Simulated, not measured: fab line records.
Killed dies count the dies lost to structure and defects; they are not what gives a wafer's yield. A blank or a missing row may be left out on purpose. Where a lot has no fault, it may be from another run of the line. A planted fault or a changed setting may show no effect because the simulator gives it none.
Which of the tools did it? :: flow nand-harc :: 12 lots with 36 wafers sampled at 5 steps, on a route of 1159 steps

WHAT THE GAUGES SHOWED, per wafer
NHARC_END_SORT_01. Usual: killed-at-array 27, standard deviation 8.8; killed-at-other 0.4, standard deviation 0.82; killed-at-periphery 3.1, standard deviation 2.1; killed-dies 31, standard deviation 8.8; killed-open 3.3, standard deviation 2; killed-short 2.0, standard deviation 1.4.
lot: L595
measured: day 22 01:23
on: prober-02
killed-at-array: 24 673 23
killed-at-other: 3 2 5
killed-at-periphery: 4 2 4
killed-dies: 31 677 32
killed-open: 2 7 3
killed-short: 0 1 5
flag: OFF

lot: L596
measured: day 23 18:03
on: prober-01
killed-at-array: 675 672 34
killed-at-other: 0 2 1
killed-at-periphery: 2 2 0
killed-dies: 677 676 35
killed-open: 1 4 7
killed-short: 0 4 2
flag: OFF

WHAT TOOL EACH LOT RAN ON (gives the tool, then ch and the chambers of the sampled wafers, and finally the start)
lot: L586
NHARC_A_STAIRCASE_ETCH_15: rie-diel-04 ch 0,2,3, day 11 16:26
NHARC_A_STAIRCASE_TRIM_18: rie-diel-04 ch 2,3, no start
NHARC_A_STAIRCASE_ETCH_25: rie-diel-04 ch 2,3, no start
NHARC_A_STAIRCASE_TRIM_26: rie-diel-04 ch 0,1,2, no start

lot: L591
NHARC_A_STAIRCASE_ETCH_15: rie-diel-09 ch 0,1,3, day 13 06:20
NHARC_A_STAIRCASE_TRIM_18: rie-diel-09 ch 0,2,3, no start
NHARC_A_STAIRCASE_ETCH_25: rie-diel-11 ch 0,1,3, no start
NHARC_A_STAIRCASE_TRIM_26: rie-diel-11 ch 0,1,3, no start

lot: L593
NHARC_A_STAIRCASE_ETCH_15: rie-diel-11 ch 2,3, day 13 15:10
NHARC_A_STAIRCASE_TRIM_18: rie-diel-11 ch 0,1,3, no start
NHARC_A_STAIRCASE_ETCH_25: rie-diel-04 ch 0,3, no start
NHARC_A_STAIRCASE_TRIM_26: rie-diel-04 ch 2,3, no start

lot: L595
NHARC_A_STAIRCASE_ETCH_15: rie-diel-09 ch 1,2,3, day 13 19:22
NHARC_A_STAIRCASE_TRIM_18: rie-diel-09 ch 0,1,3, day 22 01:23 or earlier
NHARC_A_STAIRCASE_ETCH_25: rie-diel-04 ch 1,2, day 22 01:23 or earlier
NHARC_A_STAIRCASE_TRIM_26: rie-diel-04 ch 0,3, day 22 01:23 or earlier

lot: L597
NHARC_A_STAIRCASE_ETCH_15: rie-diel-11 ch 0,1, day 14 16:10
NHARC_A_STAIRCASE_TRIM_18: rie-diel-11 ch 1,2, no start
NHARC_A_STAIRCASE_ETCH_25: rie-diel-04 ch 1,2,3, no start
NHARC_A_STAIRCASE_TRIM_26: rie-diel-04 ch 0,1,3, no start

lot: L596
NHARC_A_STAIRCASE_ETCH_15: rie-diel-09 ch 2,3, day 14 16:53
NHARC_A_STAIRCASE_TRIM_18: rie-diel-09 ch 2,3, day 23 18:03 or earlier
NHARC_A_STAIRCASE_ETCH_25: rie-diel-09 ch 0,1,2, day 23 18:03 or earlier
NHARC_A_STAIRCASE_TRIM_26: rie-diel-09 ch 0,1,3, day 23 18:03 or earlier

lot: L600
NHARC_A_STAIRCASE_ETCH_15: rie-diel-11 ch 0,2, day 15 07:09
NHARC_A_STAIRCASE_TRIM_18: rie-diel-11 ch 0,3, no start
NHARC_A_STAIRCASE_ETCH_25: rie-diel-09 ch 0,1, no start
NHARC_A_STAIRCASE_TRIM_26: rie-diel-09 ch 1,3, no start

lot: L602
NHARC_A_STAIRCASE_ETCH_15: rie-diel-11 ch 0,3, day 15 19:11
NHARC_A_STAIRCASE_TRIM_18: rie-diel-11 ch 0,2, no start
NHARC_A_STAIRCASE_ETCH_25: rie-diel-09 ch 0,2,3, no start
NHARC_A_STAIRCASE_TRIM_26: rie-diel-09 ch 1,2,3, no start

lot: L601
NHARC_A_STAIRCASE_ETCH_15: rie-diel-04 ch 0,2, day 15 19:25
NHARC_A_STAIRCASE_TRIM_18: rie-diel-04 ch 1,2, no start
NHARC_A_STAIRCASE_ETCH_25: rie-diel-11 ch 2,3, no start
NHARC_A_STAIRCASE_TRIM_26: rie-diel-11 ch 0,2, no start

lot: L604
NHARC_A_STAIRCASE_ETCH_15: rie-diel-04 ch 0,2,3, day 16 00:55
NHARC_A_STAIRCASE_TRIM_18: rie-diel-04 ch 0,2, no start
NHARC_A_STAIRCASE_ETCH_25: rie-diel-04 ch 0,3, no start
NHARC_A_STAIRCASE_TRIM_26: rie-diel-04 ch 1,2,3, no start

lot: L603
NHARC_A_STAIRCASE_ETCH_15: rie-diel-11 ch 2,3, day 16 02:55
NHARC_A_STAIRCASE_TRIM_18: rie-diel-11 ch 0,2,3, no start
NHARC_A_STAIRCASE_ETCH_25: rie-diel-11 ch 0,1, no start
NHARC_A_STAIRCASE_TRIM_26: rie-diel-11 ch 1,3, no start

lot: L605
NHARC_A_STAIRCASE_ETCH_15: rie-diel-11 ch 0,2,3, day 16 03:10
NHARC_A_STAIRCASE_TRIM_18: rie-diel-11 ch 0,1,2, no start
NHARC_A_STAIRCASE_ETCH_25: rie-diel-04 ch 1,2,3, no start
NHARC_A_STAIRCASE_TRIM_26: rie-diel-04 ch 0,1,3, no start
- NHARC_A_STAIRCASE_ETCH_15: etches the open film in C4F8/O2, target depth 100 nm, time 40.5 s.
- NHARC_A_STAIRCASE_TRIM_18: chemistry O2, time 211.2 s.
- NHARC_A_STAIRCASE_ETCH_25: etches the open film in C4F8/O2, target depth 100 nm, time 40.5 s.
- NHARC_A_STAIRCASE_TRIM_26: chemistry O2, time 211.2 s.

WHAT THE TOOLS THEMSELVES READ (means of the sampled wafers that have a number; where no wafer has one, the mark that the record gives instead)
NHARC_A_STAIRCASE_ETCH_15. Usual: oes-product-au 0.941 a.u., standard deviation 0.011; rf-vpp-V 897 V, standard deviation 4.
lot: L586
tool: rie-diel-04
oes-product-au (a.u.): 0.940
rf-vpp-V (V): 899
flag: 

lot: L591
tool: rie-diel-09
oes-product-au (a.u.): 0.929
rf-vpp-V (V): 898
flag: 

lot: L593
tool: rie-diel-11
oes-product-au (a.u.): 0.944
rf-vpp-V (V): 898
flag: 

lot: L595
tool: rie-diel-09
oes-product-au (a.u.): 0.879
rf-vpp-V (V): 897
flag: OFF

lot: L597
tool: rie-diel-11
oes-product-au (a.u.): 0.948
rf-vpp-V (V): 893
flag: 

lot: L596
tool: rie-diel-09
oes-product-au (a.u.): 0.824
rf-vpp-V (V): 893
flag: OFF

lot: L600
tool: rie-diel-11
oes-product-au (a.u.): 0.926
rf-vpp-V (V): 897
flag: 

lot: L602
tool: rie-diel-11
oes-product-au (a.u.): 0.939
rf-vpp-V (V): 895
flag: 

lot: L601
tool: rie-diel-04
oes-product-au (a.u.): 0.963
rf-vpp-V (V): 899
flag: 

lot: L604
tool: rie-diel-04
oes-product-au (a.u.): 0.943
rf-vpp-V (V): 899
flag: 

lot: L603
tool: rie-diel-11
oes-product-au (a.u.): 0.926
rf-vpp-V (V): 895
flag: 

lot: L605
tool: rie-diel-11
oes-product-au (a.u.): 0.931
rf-vpp-V (V): 897
flag: 

NHARC_A_STAIRCASE_TRIM_18. Usual: drypump-motor-current-A 5.6 A, standard deviation 0.45; oes-product-au 1.002 a.u., standard deviation 0.0095; rf-vpp-V 57.8 V, standard deviation 0.85; showerhead-plenum-p-Torr 3.56 Torr, standard deviation 0.1; throttle-valve-pct 17.036 %, standard deviation 0.0096.
lot: L586
tool: rie-diel-04
drypump-motor-current-A (A): 5.7
oes-product-au (a.u.): 1.013
rf-vpp-V (V): 57.9
showerhead-plenum-p-Torr (Torr): 3.62
throttle-valve-pct (%): 17.028
flag: 

lot: L591
tool: rie-diel-09
drypump-motor-current-A (A): 5.5
oes-product-au (a.u.): 1.005
rf-vpp-V (V): 57.5
showerhead-plenum-p-Torr (Torr): 3.55
throttle-valve-pct (%): 17.027
flag: 

lot: L593
tool: rie-diel-11
drypump-motor-current-A (A): 5.4
oes-product-au (a.u.): 1.006
rf-vpp-V (V): 57.9
showerhead-plenum-p-Torr (Torr): 3.45
throttle-valve-pct (%): 17.038
flag: 

lot: L595
tool: rie-diel-09
drypump-motor-current-A (A): 6.0
oes-product-au (a.u.): 0.998
rf-vpp-V (V): 58.0
showerhead-plenum-p-Torr (Torr): 3.59
throttle-valve-pct (%): 17.035
flag: 

lot: L597
tool: rie-diel-11
drypump-motor-current-A (A): 5.8
oes-product-au (a.u.): 1.004
rf-vpp-V (V): 56.9
showerhead-plenum-p-Torr (Torr): 3.53
throttle-valve-pct (%): 17.029
flag: 

lot: L596
tool: rie-diel-09
drypump-motor-current-A (A): 5.5
oes-product-au (a.u.): 0.996
rf-vpp-V (V): 57.2
showerhead-plenum-p-Torr (Torr): 3.50
throttle-valve-pct (%): 17.037
flag: 

lot: L600
tool: rie-diel-11
drypump-motor-current-A (A): 5.3
oes-product-au (a.u.): 1.005
rf-vpp-V (V): 57.9
showerhead-plenum-p-Torr (Torr): 3.49
throttle-valve-pct (%): 17.033
flag: 

lot: L602
tool: rie-diel-11
drypump-motor-current-A (A): 6.0
oes-product-au (a.u.): 0.998
rf-vpp-V (V): 59.1
showerhead-plenum-p-Torr (Torr): 3.55
throttle-valve-pct (%): 17.040
flag: 

lot: L601
tool: rie-diel-04
drypump-motor-current-A (A): 5.5
oes-product-au (a.u.): 1.017
rf-vpp-V (V): 57.7
showerhead-plenum-p-Torr (Torr): 3.66
throttle-valve-pct (%): 17.038
flag: 

lot: L604
tool: rie-diel-04
drypump-motor-current-A (A): 5.7
oes-product-au (a.u.): 1.003
rf-vpp-V (V): 58.0
showerhead-plenum-p-Torr (Torr): 3.64
throttle-valve-pct (%): 17.037
flag: 

lot: L603
tool: rie-diel-11
drypump-motor-current-A (A): 5.7
oes-product-au (a.u.): 0.995
rf-vpp-V (V): 56.5
showerhead-plenum-p-Torr (Torr): 3.53
throttle-valve-pct (%): 17.033
flag: 

lot: L605
tool: rie-diel-11
drypump-motor-current-A (A): 5.8
oes-product-au (a.u.): 1.000
rf-vpp-V (V): 57.7
showerhead-plenum-p-Torr (Torr): 3.48
throttle-valve-pct (%): 17.019
flag: 

NHARC_A_STAIRCASE_ETCH_25. Usual: oes-product-au 0.947 a.u., standard deviation 0.01; rf-vpp-V 897 V, standard deviation 4.1.
lot: L586
tool: rie-diel-04
oes-product-au (a.u.): 0.955
rf-vpp-V (V): 897
flag: 

lot: L591
tool: rie-diel-11
oes-product-au (a.u.): 0.941
rf-vpp-V (V): 893
flag: 

lot: L593
tool: rie-diel-04
oes-product-au (a.u.): 0.961
rf-vpp-V (V): 898
flag: 

lot: L595
tool: rie-diel-04
oes-product-au (a.u.): 0.945
rf-vpp-V (V): 901
flag: 

lot: L597
tool: rie-diel-04
oes-product-au (a.u.): 0.962
rf-vpp-V (V): 899
flag: 

lot: L596
tool: rie-diel-09
oes-product-au (a.u.): 0.936
rf-vpp-V (V): 901
flag: 

lot: L600
tool: rie-diel-09
oes-product-au (a.u.): 0.951
rf-vpp-V (V): 901
flag: 

lot: L602
tool: rie-diel-09
oes-product-au (a.u.): 0.946
rf-vpp-V (V): 896
flag: 

lot: L601
tool: rie-diel-11
oes-product-au (a.u.): 0.938
rf-vpp-V (V): 898
flag: 

lot: L604
tool: rie-diel-04
oes-product-au (a.u.): 0.947
rf-vpp-V (V): 896
flag: 

lot: L603
tool: rie-diel-11
oes-product-au (a.u.): 0.943
rf-vpp-V (V): 893
flag: 

lot: L605
tool: rie-diel-04
oes-product-au (a.u.): 0.956
rf-vpp-V (V): 899
flag: 

NHARC_A_STAIRCASE_TRIM_26. Usual: drypump-motor-current-A 5.7 A, standard deviation 0.44; oes-product-au 1.004 a.u., standard deviation 0.0093; rf-vpp-V 57.8 V, standard deviation 0.83; showerhead-plenum-p-Torr 3.57 Torr, standard deviation 0.11; throttle-valve-pct 17.035 %, standard deviation 0.0087.
lot: L586
tool: rie-diel-04
drypump-motor-current-A (A): 5.5
oes-product-au (a.u.): 1.005
rf-vpp-V (V): 57.5
showerhead-plenum-p-Torr (Torr): 3.67
throttle-valve-pct (%): 17.047
flag: 

lot: L591
tool: rie-diel-11
drypump-motor-current-A (A): 5.4
oes-product-au (a.u.): 1.007
rf-vpp-V (V): 57.5
showerhead-plenum-p-Torr (Torr): 3.45
throttle-valve-pct (%): 17.032
flag: 

lot: L593
tool: rie-diel-04
drypump-motor-current-A (A): 5.9
oes-product-au (a.u.): 1.005
rf-vpp-V (V): 58.2
showerhead-plenum-p-Torr (Torr): 3.56
throttle-valve-pct (%): 17.030
flag: 

lot: L595
tool: rie-diel-04
drypump-motor-current-A (A): 6.0
oes-product-au (a.u.): 0.999
rf-vpp-V (V): 58.1
showerhead-plenum-p-Torr (Torr): 3.55
throttle-valve-pct (%): 17.035
flag: 

lot: L597
tool: rie-diel-04
drypump-motor-current-A (A): 5.7
oes-product-au (a.u.): 1.008
rf-vpp-V (V): 57.5
showerhead-plenum-p-Torr (Torr): 3.60
throttle-valve-pct (%): 17.043
flag: 

lot: L596
tool: rie-diel-09
drypump-motor-current-A (A): 6.0
oes-product-au (a.u.): 1.003
rf-vpp-V (V): 58.3
showerhead-plenum-p-Torr (Torr): 3.59
throttle-valve-pct (%): 17.037
flag: 

lot: L600
tool: rie-diel-09
drypump-motor-current-A (A): 6.1
oes-product-au (a.u.): 1.006
rf-vpp-V (V): 57.8
showerhead-plenum-p-Torr (Torr): 3.49
throttle-valve-pct (%): 17.036
flag: 

lot: L602
tool: rie-diel-09
drypump-motor-current-A (A): 6.0
oes-product-au (a.u.): 1.000
rf-vpp-V (V): 57.7
showerhead-plenum-p-Torr (Torr): 3.54
throttle-valve-pct (%): 17.036
flag: 

lot: L601
tool: rie-diel-11
drypump-motor-current-A (A): 6.0
oes-product-au (a.u.): 1.006
rf-vpp-V (V): 57.3
showerhead-plenum-p-Torr (Torr): 3.54
throttle-valve-pct (%): 17.026
flag: 

lot: L604
tool: rie-diel-04
drypump-motor-current-A (A): 5.6
oes-product-au (a.u.): 1.002
rf-vpp-V (V): 58.1
showerhead-plenum-p-Torr (Torr): 3.61
throttle-valve-pct (%): 17.043
flag: 

lot: L603
tool: rie-diel-11
drypump-motor-current-A (A): 5.1
oes-product-au (a.u.): 0.995
rf-vpp-V (V): 57.1
showerhead-plenum-p-Torr (Torr): 3.43
throttle-valve-pct (%): 17.041
flag: 

lot: L605
tool: rie-diel-04
drypump-motor-current-A (A): 5.7
oes-product-au (a.u.): 1.011
rf-vpp-V (V): 57.4
showerhead-plenum-p-Torr (Torr): 3.60
throttle-valve-pct (%): 17.029
flag: 

THE ANSWER, worked out from the rows above alone
Rule: a lot counts as off when the mean over its wafers that have a number is more than 3 standard deviations away from the usual mean. A lot without any number at a reading at which 4 lots or more have one is off too. All remaining lots with rows at the step are treated as sound. First the gauges in route order, then the tools' own readings, where a lot's mean is used as printed above. At the first step where some lot is off, the reading lying furthest off is the one used; lots without a number count as furthest.
Off: L595, L596 (NHARC_END_SORT_01, killed-at-array). Neither off nor sound, because the step has no rows for them: L586, L591, L593, L597, L600, L602, L601, L604, L603, L605.
If a tool, at a process step before that reading, ran all the lots that are off and no sound lot after the first of them, it fits. Not tried: the gauges at NHARC_END_SORT_01; whatever is off there is also off at NHARC_A_STAIRCASE_ETCH_15, on other tools, and gauge error can't account for it. Because NHARC_A_STAIRCASE_TRIM_18 lacks a start for some lots, the hours and order of its lots are taken from NHARC_END_SORT_01. Because NHARC_A_STAIRCASE_ETCH_25 lacks a start for some lots, the hours and order of its lots are taken from NHARC_END_SORT_01. Because NHARC_A_STAIRCASE_TRIM_26 lacks a start for some lots, the hours and order of its lots are taken from NHARC_END_SORT_01. One fits: NHARC_A_STAIRCASE_ETCH_15 and NHARC_A_STAIRCASE_TRIM_18 on rie-diel-09. It ran no sound lot before its first lot that is off in this sample, so the start can't be narrowed down.

WHAT THE SIMULATOR PUT IN
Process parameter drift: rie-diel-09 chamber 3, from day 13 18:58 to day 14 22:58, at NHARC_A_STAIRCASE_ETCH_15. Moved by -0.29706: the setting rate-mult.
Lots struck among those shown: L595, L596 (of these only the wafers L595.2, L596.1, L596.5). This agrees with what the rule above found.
